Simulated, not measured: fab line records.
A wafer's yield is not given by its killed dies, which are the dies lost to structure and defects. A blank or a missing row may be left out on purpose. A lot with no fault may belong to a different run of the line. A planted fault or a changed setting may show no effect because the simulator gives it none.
fab line records -- flow n5_finfet -- part 2 of 2: steps 21 to 27 of 27
[record] lots = 5, wafers = 15, last_day = 19
route steps=1938 shown BEOL_M9@1426
lots with no fault: from the same line, run without faults
start_h: the number of hours between the record's first day and the start of the first shown wafer of the lot -- wait_h: hours from the lot's prior step to this one -- " identical to the entry in the row above -- L1.1+2: a row that stands for several wafers -- - no value, or no start given -- * or withheld: withheld -- < > ~ a bound
route shown NAME@n: a module of which the file shows steps, and the number in the route of the first -- usual: average and standard deviation across the fault-free wafers -- same: alike in all rows -- chamber/n: place in a boat -- sites: readings site by site -- _std_site: the values' standard deviation -- _edge_site: outer sites' mean less inner sites' -- radius_mm: for every site, how far away it sits from the centre of the wafer -- mask NAME#n: copy n -- behind: the tool/chamber that last shaped the wafer -- hold: reason for holding the lot/hours on hold/outcome of the hold -- device: which transistor (n, p or np) failed to switch -- end of line: at the end of the route, the tests of the same wafers -- a step without rows: its recipe alone -- killed: dies that structure and defects cost at the first sort, which is not the same as the wafer's yield -- map: a wafer's dies, x killed, . not, _ none there
set.NAME: the run value of the setting; set.NAME@STEP: its run value at that earlier step -- model.NAME: the simulator's own value behind a step, which no gauge read
lots seen at some steps along the route; tables by step, rows by wafer
services: a tool's chamber out of use, with start hour (start_h, from the record's first day; less than 0 if before it), hours out, and reason
[[steps]]
[step N5_BEOL_M9_TRENCH_ETCH_37]
[recipe] chemistry = C4F6/O2, target_depth_a = 1514.3, target = SiCOH_lowk, time_s = 49, ion_energy_ev = 250, pressure_mtorr = 30, source_w = 345, bias_w = 185, Ar_flow_sccm = 300, C4F6_flow_sccm = 10, O2_flow_sccm = 10
[usual] bias_w = 185.1/0.56, drypump_motor_current_A = 5.6/0.41, oes_ar_750_au = 0.79/0.078, oes_product_au = 0.79/0.084, rf_fwd_power_W = 341.0/1.5, rf_vpp_V = 665/12, showerhead_plenum_p_Torr = 2.83/0.071, throttle_valve_pct = 20.89/0.26
lot.wafer,tool,chamber,start_h,wait_h,bias_w,drypump_motor_current_A,oes_ar_750_au,oes_product_au,rf_fwd_power_W,rf_hours_counter_h,rf_vpp_V,showerhead_plenum_p_Torr,throttle_valve_pct
L088.1,rie_diel-02,0,-,-,185.0,5.1,0.69,0.67,341.0,226,674,2.95,21.46
L088.4,rie_diel-02,2,-,-,185.4,6.0,0.74,0.72,341.5,-,662,2.81,20.86
L088.6,rie_diel-02,0,-,-,185.3,5.1,0.69,0.68,340.9,-,673,2.95,21.45
L093.1,rie_diel-02,2,-,-,185.4,6.1,0.74,0.72,342.5,206,664,2.81,20.86
L093.4,rie_diel-02,0,-,-,185.7,5.1,0.68,0.67,339.8,229,674,2.95,21.47
L093.6,rie_diel-02,3,-,-,185.0,5.6,0.86,0.85,339.1,-,658,2.76,20.66
L091.3,rie_diel-06,0,-,-,184.6,5.1,0.74,0.74,339.1,159,684,2.76,21.32
L091.5,rie_diel-06,3,-,-,185.0,5.6,0.69,0.68,340.9,-,662,2.91,21.09
L091.6,rie_diel-06,2,-,-,185.5,5.7,0.72,0.71,338.6,-,662,2.95,21.16
L092.1,rie_diel-05,1,-,-,185.2,5.6,1.00,0.97,339.5,2,666,2.90,20.56
L092.2,rie_diel-05,3,-,-,184.9,5.1,0.88,0.89,341.5,33,668,2.81,21.06
L092.3,rie_diel-05,2,-,-,185.0,6.2,0.78,0.80,342.6,108,686,2.86,20.65
L097.2,rie_diel-02,1,-,-,184.9,5.6,0.75,0.76,341.7,116,649,2.73,20.97
L097.4,rie_diel-02,3,-,-,184.2,5.6,0.83,0.83,338.5,65,657,2.75,20.69
L097.6,rie_diel-02,1,-,-,185.9,5.6,0.77,0.76,341.1,-,649,2.73,20.97
[step N5_BEOL_M9_ETCH_41]
[recipe] chemistry = CH3F/O2, target = SiCN, target_depth_a = 366, taper_deg = 2, time_s = 70.1, ion_energy_ev = 120, mask_material = TiN, pressure_mtorr = 30, source_w = 395, bias_w = 75, Ar_flow_sccm = 150, CH3F_flow_sccm = 30, O2_flow_sccm = 20
[usual] CH3F_flow_sccm = 29.99/0.097, bias_w = 74.99/0.23, drypump_motor_current_A = 5.6/0.41, oes_product_au = 0.79/0.083, rf_fwd_power_W = 391.5/1.7, rf_vpp_V = 297.2/1.3, showerhead_plenum_p_Torr = 1.99/0.052, throttle_valve_pct = 16.30/0.23
lot.wafer,tool,chamber,start_h,wait_h,CH3F_flow_sccm,bias_w,drypump_motor_current_A,oes_product_au,rf_fwd_power_W,rf_hours_counter_h,rf_vpp_V,showerhead_plenum_p_Torr,throttle_valve_pct
L088.1,rie_diel-02,0,-,-,29.97,75.43,5.1,0.67,390.4,226,298.0,2.08,16.79
L088.4,rie_diel-02,2,-,-,30.10,74.66,6.1,0.72,391.2,-,297.4,1.97,16.34
L088.6,rie_diel-02,0,-,-,29.92,74.79,5.1,0.68,392.9,-,298.4,2.07,16.79
L093.1,rie_diel-02,2,-,-,30.04,75.07,6.0,0.72,393.5,206,296.6,1.97,16.34
L093.4,rie_diel-02,0,-,-,30.11,75.22,5.1,0.68,391.4,229,299.4,2.07,16.79
L093.6,rie_diel-02,3,-,-,30.03,74.74,5.6,0.85,391.3,-,295.1,1.94,16.05
L091.3,rie_diel-06,0,-,-,30.05,75.03,5.2,0.75,391.3,159,295.6,1.93,16.67
L091.5,rie_diel-06,3,-,-,29.85,74.81,5.7,0.68,389.2,-,299.0,2.05,16.55
L091.6,rie_diel-06,2,-,-,29.90,75.35,5.7,0.72,389.7,-,299.3,2.08,16.50
L092.1,rie_diel-05,1,-,-,30.20,74.80,5.6,0.99,390.0,2,298.6,2.04,15.92
L092.2,rie_diel-05,3,-,-,29.91,74.89,5.1,0.88,391.9,33,296.4,1.97,16.33
L092.3,rie_diel-05,2,-,-,30.12,74.87,6.2,0.80,392.7,108,298.1,2.01,16.07
L097.2,rie_diel-02,1,-,-,30.07,74.70,5.6,0.75,395.2,116,297.0,1.92,16.41
L097.4,rie_diel-02,3,-,-,30.12,74.85,5.6,0.83,392.0,65,295.9,1.93,16.11
L097.6,rie_diel-02,1,-,-,30.04,75.09,5.6,0.76,393.3,-,295.4,1.92,16.41
[step N5_BEOL_M9_STRIP_80]
[recipe] chemistry = N2/H2, time_s = 10, power_w = 450, temp_c = 40, pressure_mtorr = 20, rf_frequency_hz = 6e+07, bias_power_w = 7, n2_flow_sccm = 200, h2_flow_sccm = 200
[usual] drypump_motor_current_A = 5.6/0.41, oes_product_au = 0.78/0.083, rf_vpp_V = 59.1/0.81, showerhead_plenum_p_Torr = 2.52/0.064, temp_c = 40.02/0.1, throttle_valve_pct = 23.6/0.31
lot.wafer,tool,chamber,start_h,wait_h,drypump_motor_current_A,oes_product_au,rf_hours_counter_h,rf_vpp_V,showerhead_plenum_p_Torr,temp_c,throttle_valve_pct
L088.1,rie_diel-02,0,-,-,5.1,0.67,227,60.5,2.59,40.12,24.0
L088.4,rie_diel-02,2,-,-,6.0,0.72,-,59.1,2.52,39.87,23.5
L088.6,rie_diel-02,0,-,-,5.1,0.67,-,59.3,2.59,40.02,24.0
L093.1,rie_diel-02,2,-,-,6.0,0.71,206,58.6,2.52,39.91,23.5
L093.4,rie_diel-02,0,-,-,5.1,0.67,229,60.8,2.59,39.98,24.0
L093.6,rie_diel-02,3,-,-,5.6,0.84,-,59.0,2.48,40.05,23.7
L091.3,rie_diel-06,0,-,-,5.1,0.75,159,57.6,2.44,40.01,24.0
L091.5,rie_diel-06,3,-,-,5.6,0.68,-,60.4,2.61,40.10,23.8
L091.6,rie_diel-06,2,-,-,5.6,0.71,-,57.3,2.61,40.02,24.0
L092.1,rie_diel-05,1,-,-,5.6,0.97,2,60.0,2.60,40.15,23.4
L092.2,rie_diel-05,3,-,-,5.1,0.88,33,60.0,2.47,40.03,23.8
L092.3,rie_diel-05,2,-,-,6.2,0.78,108,58.6,2.58,39.91,23.5
L097.2,rie_diel-02,1,-,-,5.7,0.77,116,59.9,2.46,40.04,23.6
L097.4,rie_diel-02,3,-,-,5.6,0.82,65,59.8,2.48,40.03,23.7
L097.6,rie_diel-02,1,-,-,5.6,0.77,-,58.3,2.46,40.15,23.7
[step N5_BEOL_M9_OCD_MEAS_38]
[usual] trench_depth_nm = 151.0/2.9
lot.wafer,tool,chamber,start_h,wait_h,trench_depth_nm
L088.1,ocd-01,-,329.39,-,147.5
L088.4,ocd-01,-,329.39,-,152.2
L088.6,ocd-01,-,329.39,-,145.3
L093.1,ocd-01,-,339.27,-,151.2
L093.4,ocd-01,-,339.27,-,146.8
L093.6,ocd-01,-,339.27,-,151.3
L091.3,ocd-02,-,347.79,-,148.9
L091.5,ocd-02,-,347.79,-,144.6
L091.6,ocd-02,-,347.79,-,150.0
L092.1,ocd-02,-,360.42,-,152.3
L092.2,ocd-02,-,360.42,-,150.6
L092.3,ocd-02,-,360.42,-,153.6
L097.2,ocd-02,-,409.10,-,147.5
L097.4,ocd-02,-,409.10,-,153.7
L097.6,ocd-02,-,409.10,-,147.3
[step N5_BEOL_M9_HM_STRIP_39]
[recipe] chemistry = peroxide_tin_strip, material = TiN, target_depth_a = 250, temp_c = 50, time_s = 158
[usual] temp_c = 50.00/0.12
lot.wafer,tool,chamber,start_h,wait_h,temp_c
L088.1,wet_bench-05,6,329.42,0.0,50.00
L088.4,wet_bench-05,5,329.42,0.0,49.80
L088.6,wet_bench-05,3,329.42,0.0,50.09
L093.1,wet_bench-05,7,339.30,0.0,50.08
L093.4,wet_bench-05,0,339.30,0.0,50.14
L093.6,wet_bench-05,2,339.30,0.0,49.98
L091.3,wet_bench-04,5,347.82,0.0,50.12
L091.5,wet_bench-04,4,347.82,0.0,49.96
L091.6,wet_bench-04,6,347.82,0.0,49.93
L092.1,wet_bench-01,0,360.45,0.0,50.04
L092.2,wet_bench-01,4,360.45,0.0,49.97
L092.3,wet_bench-01,5,360.45,0.0,50.02
L097.2,wet_bench-04,5,409.13,0.0,50.09
L097.4,wet_bench-04,7,409.13,0.0,50.01
L097.6,wet_bench-04,0,409.13,0.0,50.10
[step N5_BEOL_M9_SRD_40]
[recipe] time_s = 30, temp_c = 23, rinse_liquid = diw, dry = ipa_marangoni
[usual] temp_c = 22.99/0.1
lot.wafer,tool,chamber,start_h,wait_h,temp_c
L088.1,wet_bench-05,6,329.47,0.0,22.90
L088.4,wet_bench-05,5,329.47,0.0,22.96
L088.6,wet_bench-05,3,329.47,0.0,23.04
L093.1,wet_bench-05,7,339.35,0.0,23.11
L093.4,wet_bench-05,0,339.35,0.0,22.88
L093.6,wet_bench-05,2,339.35,0.0,23.02
L091.3,wet_bench-04,5,347.87,0.0,22.85
L091.5,wet_bench-04,4,347.87,0.0,22.94
L091.6,wet_bench-04,6,347.87,0.0,22.94
L092.1,wet_bench-01,0,360.50,0.0,22.88
L092.2,wet_bench-01,4,360.50,0.0,22.86
L092.3,wet_bench-01,5,360.50,0.0,22.93
L097.2,wet_bench-04,5,409.18,0.0,22.93
L097.4,wet_bench-04,7,409.18,0.0,22.74
L097.6,wet_bench-04,0,409.18,0.0,23.16
[step N5_BEOL_M9_PRECLEAN_42]
[recipe] chemistry = residue_remover, time_s = 60, temp_c = 40
[usual] temp_c = 40.00/0.12
lot.wafer,tool,chamber,start_h,wait_h,temp_c
L088.1,wet_bench-05,6,329.48,0.0,39.77
L088.4,wet_bench-05,5,329.48,0.0,39.88
L088.6,wet_bench-05,3,329.48,0.0,39.74
L093.1,wet_bench-05,7,339.37,0.0,39.88
L093.4,wet_bench-05,0,339.37,0.0,40.05
L093.6,wet_bench-05,2,339.37,0.0,40.19
L091.3,wet_bench-04,5,347.89,0.0,39.92
L091.5,wet_bench-04,4,347.89,0.0,40.09
L091.6,wet_bench-04,6,347.89,0.0,40.21
L092.1,wet_bench-01,0,360.51,0.0,39.95
L092.2,wet_bench-01,4,360.51,0.0,39.86
L092.3,wet_bench-01,5,360.51,0.0,39.92
L097.2,wet_bench-04,5,409.20,0.0,39.99
L097.4,wet_bench-04,7,409.20,0.0,40.13
L097.6,wet_bench-04,0,409.20,0.0,40.16
[[services]]
tool,chamber,start_h,hours,kind
wet_bench-05,-,307.59,1.9,pm
euv_scanner-01,-,315.07,1.0,pm
euv_scanner-01,-,317.00,9.2,repair
wet_bench-04,-,318.43,1.2,repair
rie_diel-05,3,319.91,10.7,repair
rie_diel-02,1,328.63,4.6,repair
rie_diel-05,1,330.59,-,clean
rie_diel-05,1,330.59,-,consumable_replace:focus_ring
rie_diel-05,1,330.59,19.4,scheduled_down
rie_diel-05,1,330.59,19.4,vent_cycle
euv_scanner-01,-,348.99,1.0,repair
euv_scanner-02,-,355.97,1.0,pm
rie_diel-02,0,358.37,6.8,repair
rie_diel-05,-,361.43,1.6,repair
euv_scanner-02,-,362.66,4.6,pm
rie_diel-02,-,370.37,2.8,pm
euv_scanner-01,-,371.22,1.0,pm
euv_scanner-01,-,379.97,3.7,repair
euv_scanner-01,-,392.19,4.6,pm
euv_scanner-01,-,399.00,1.5,repair
euv_scanner-02,-,402.18,5.8,pm
rie_diel-06,3,406.45,-,clean
rie_diel-06,3,406.45,-,consumable_replace:focus_ring
euv_scanner-01,-,408.45,0.3,repair
